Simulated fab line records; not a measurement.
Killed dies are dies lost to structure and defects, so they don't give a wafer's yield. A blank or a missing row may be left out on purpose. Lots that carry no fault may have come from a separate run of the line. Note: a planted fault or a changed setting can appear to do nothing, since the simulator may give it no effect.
Chamber matching | flow nand harc | rie diel-09 running NHARC_A_CONTACT_DESCUM_13: 4 sister chambers
The step chemistry O2, time 3 s. 4 wafers are shown with their chamber, then 8 later ones without.

## EACH WAFER AND ITS CHAMBER
wafer  | chamber | showerhead plenum p Torr (Torr)
L122.6 | 0       | 1.80
L126.4 | 1       | 2.00
L126.5 | 2       | 1.93
L127.1 | 3       | 2.08

## WAFERS WITH NO CHAMBER GIVEN
wafer  | showerhead plenum p Torr (Torr)
L127.2 | 2.00
L127.3 | 1.93
L129.3 | 2.00
L129.5 | 2.07
L129.6 | 1.80
L130.2 | 2.07
L130.3 | 1.93
L130.6 | 2.07

## WHICH CHAMBER EACH WENT THROUGH
wafer  | from the rows above | in truth
L127.2 | 1                   | 1
L127.3 | 2                   | 2
L129.3 | 1                   | 1
L129.5 | 3                   | 3
L129.6 | 0                   | 0
L130.2 | 3                   | 3
L130.3 | 2                   | 2
L130.6 | 3                   | 3
Placed correctly: 8 of 8. Not placeable from these rows: 0. 0 placed wrongly.
How it was worked out, from the rows above alone: a wafer's distance from a chamber is the root of the sum, over the readings, of the square of ((its reading less the chamber's mean) divided by the reading's scatter). If the next closest chamber is less than 2 further off than the closest, the wafer can't be placed; otherwise it belongs to the closest. The mean given for a chamber averages the wafers shown for that chamber. The scatter: with one shown wafer a chamber, the root of the mean of the squares of how far each hidden wafer lies from its nearest shown one.
